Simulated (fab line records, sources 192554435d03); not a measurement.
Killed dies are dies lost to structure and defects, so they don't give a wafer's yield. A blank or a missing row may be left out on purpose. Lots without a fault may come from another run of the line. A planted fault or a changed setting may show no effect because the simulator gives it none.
Which tool did it? | flow n5_finfet | 10 lots, 30 wafers sampled, at 4 steps of a route of 1938

WHAT THE GAUGES READ, wafer by wafer
N5_BEOL_M11_OCD_MEAS_38. Usual: trench_depth_nm 148.6 nm, standard deviation 2.6.
lot  | measured     | on     | trench_depth_nm (nm) | flag
L702 | day 11 03:07 | ocd-02 | 149.1 146.3 150.1    |
L705 | day 11 07:10 | ocd-01 | 149.5 148.8 151.8    |
L708 | day 12 08:38 | ocd-02 | 148.8 149.6 150.3    |
L711 | day 13 02:17 | ocd-01 | 149.5 145.5 147.7    |
L710 | day 13 10:50 | ocd-02 | 148.1 148.1 145.9    |
L717 | day 14 15:02 | ocd-02 | 146.2 143.3 150.4    |
L721 | day 16 02:36 | ocd-02 | 143.0 151.6 152.7    |
L722 | day 16 03:08 | ocd-02 | 146.9 152.6 144.7    |
L724 | day 16 03:28 | ocd-02 | 146.2 147.6 146.3    |
L723 | day 16 13:55 | ocd-01 | 151.1 148.0 148.4    |

N5_BEOL_M12_INSPECT_12: inspects for defects (macro). Usual: raw_defect_count 2.2, standard deviation 1.4.
lot  | measured     | on                | raw_defect_count | flag
L702 | day 11 06:32 | defect_inspect-01 | 5 2 1            |
L705 | day 11 10:42 | defect_inspect-01 | 4 1 3            |
L708 | day 12 12:34 | defect_inspect-01 | 2 3 4            |
L711 | day 13 06:20 | defect_inspect-02 | 259 261 269      | OFF
L710 | day 13 14:20 | defect_inspect-02 | 233 269 271      | OFF
L717 | day 14 19:12 | defect_inspect-01 | 3 2 4            |
L721 | day 16 05:58 | defect_inspect-01 | 1 0 4            |
L722 | day 16 06:45 | defect_inspect-02 | 1 0 3            |
L724 | day 16 06:58 | defect_inspect-01 | 2 2 1            |
L723 | day 16 17:16 | defect_inspect-01 | 1 3 0            |

WHICH TOOL RAN EACH LOT (tool, then ch and the chambers of the sampled wafers, then the start)
lot  | N5_BEOL_M11_STRIP_36               | N5_BEOL_M12_ILD_DEP_00
L702 | rie_diel-05 ch 1,2,3, day 11 02:53 | pecvd-03 ch 0,2, day 11 06:03
L705 | rie_diel-04 ch 0,3, day 11 06:56   | pecvd-01 ch 0,1,2, day 11 10:05
L708 | rie_diel-04 ch 0,1,3, day 12 08:25 | pecvd-04 ch 0,1,2, day 12 11:56
L711 | rie_diel-05 ch 1,2, day 13 02:03   | pecvd-04 ch 1,2, day 13 05:51
L710 | rie_diel-05 ch 0,1,2, day 13 10:37 | pecvd-04 ch 1,2, day 13 13:43
L717 | rie_diel-03 ch 0,2,3, day 14 14:49 | pecvd-03 ch 0,1,2, day 14 18:35
L721 | rie_diel-03 ch 0,1,3, day 16 02:23 | pecvd-04 ch 0,2, day 16 05:22
L722 | rie_diel-03 ch 0,2,3, day 16 02:55 | pecvd-01 ch 0,2, day 16 06:16
L724 | rie_diel-05 ch 0,2, day 16 03:14   | pecvd-04 ch 0,1,2, day 16 06:29
L723 | rie_diel-05 ch 0,1,3, day 16 13:41 | pecvd-04 ch 1,2, day 16 16:47
- N5_BEOL_M11_STRIP_36: strips in N2/H2.
- N5_BEOL_M12_ILD_DEP_00: deposits SiOC from DEMS/O2, target thk 658.92 nm, time 130.7 s.

WHAT THE TOOLS THEMSELVES READ (means of the sampled wafers that have a number; where no wafer has one, the mark that the record gives instead)
N5_BEOL_M11_STRIP_36. Usual: drypump_motor_current_A 5.6 A, standard deviation 0.4; oes_product_au 0.79 a.u., standard deviation 0.084; power_w 449.7 W, standard deviation 1.5; rf_vpp_V 59.2 V, standard deviation 1.9; showerhead_plenum_p_Torr 2.52 Torr, standard deviation 0.09; throttle_valve_pct 23.6 %, standard deviation 0.38.
lot  | tool        | drypump_motor_current_A (A) | oes_product_au (a.u.) | power_w (W) | rf_vpp_V (V) | showerhead_plenum_p_Torr (Torr) | throttle_valve_pct (%) | flag
L702 | rie_diel-05 | 5.6                         | 0.76                  | 450.5       | 59.3         | 2.49                            | 23.6                   |
L705 | rie_diel-04 | 6.0                         | 0.83                  | 451.1       | 59.6         | 2.55                            | 23.7                   |
L708 | rie_diel-04 | 5.6                         | 0.86                  | 449.2       | 58.2         | 2.55                            | 23.4                   |
L711 | rie_diel-05 | 5.6                         | 0.72                  | 449.1       | 58.2         | 2.44                            | 23.4                   |
L710 | rie_diel-05 | 5.8                         | 0.77                  | 449.0       | 61.3         | 2.47                            | 23.5                   |
L717 | rie_diel-03 | 5.9                         | 0.82                  | 450.5       | 60.1         | 2.62                            | 23.6                   |
L721 | rie_diel-03 | 5.5                         | 0.77                  | 449.8       | 59.7         | 2.58                            | 23.8                   |
L722 | rie_diel-03 | 5.9                         | 0.80                  | 449.3       | 58.3         | 2.62                            | 23.6                   |
L724 | rie_diel-05 | 5.9                         | 0.74                  | 450.3       | 59.0         | 2.50                            | 23.8                   |
L723 | rie_diel-05 | 5.7                         | 0.77                  | 450.6       | 59.5         | 2.46                            | 23.4                   |

N5_BEOL_M12_ILD_DEP_00. Usual: heater_power_w 527 W, standard deviation 100; showerhead_plenum_p_Torr 5.689 Torr, standard deviation 0.011; throttle_valve_pct 11.8 %, standard deviation 0.47.
lot  | tool     | heater_power_w (W) | showerhead_plenum_p_Torr (Torr) | throttle_valve_pct (%) | flag
L702 | pecvd-03 | 474                | 5.677                           | 12.2                   |
L705 | pecvd-01 | 665                | 5.682                           | 12.0                   |
L708 | pecvd-04 | 469                | 5.690                           | 11.6                   |
L711 | pecvd-04 | 406                | 5.696                           | 11.5                   |
L710 | pecvd-04 | 448                | 5.690                           | 11.4                   |
L717 | pecvd-03 | 563                | 5.689                           | 11.7                   |
L721 | pecvd-04 | 495                | 5.689                           | 11.4                   |
L722 | pecvd-01 | 599                | 5.697                           | 12.0                   |
L724 | pecvd-04 | 425                | 5.691                           | 11.7                   |
L723 | pecvd-04 | 445                | 5.687                           | 11.6                   |

THE ANSWER, worked out from the rows above alone
Rule: a lot is off if the mean of its wafers that have a number lies more than 3 standard deviations from the usual mean. A lot without any number at a reading at which 4 lots or more have one is off too. The other lots that the step has rows for count as sound. The gauges are gone through in route order, then the tools' own readings, and for those a lot's mean is taken as printed above. The first step at which some lot is off is used, and at that step the reading that is off furthest; a lot without a number counts as furthest.
Off: L711, L710, at N5_BEOL_M12_INSPECT_12 (raw_defect_count).
A tool fits if, at a process step before that reading, it ran every lot that is off, and no sound lot after the first of them. The gauges at N5_BEOL_M12_INSPECT_12 are tried like those tools. None of those tried fits.

WHAT THE SIMULATOR HAD PUT IN
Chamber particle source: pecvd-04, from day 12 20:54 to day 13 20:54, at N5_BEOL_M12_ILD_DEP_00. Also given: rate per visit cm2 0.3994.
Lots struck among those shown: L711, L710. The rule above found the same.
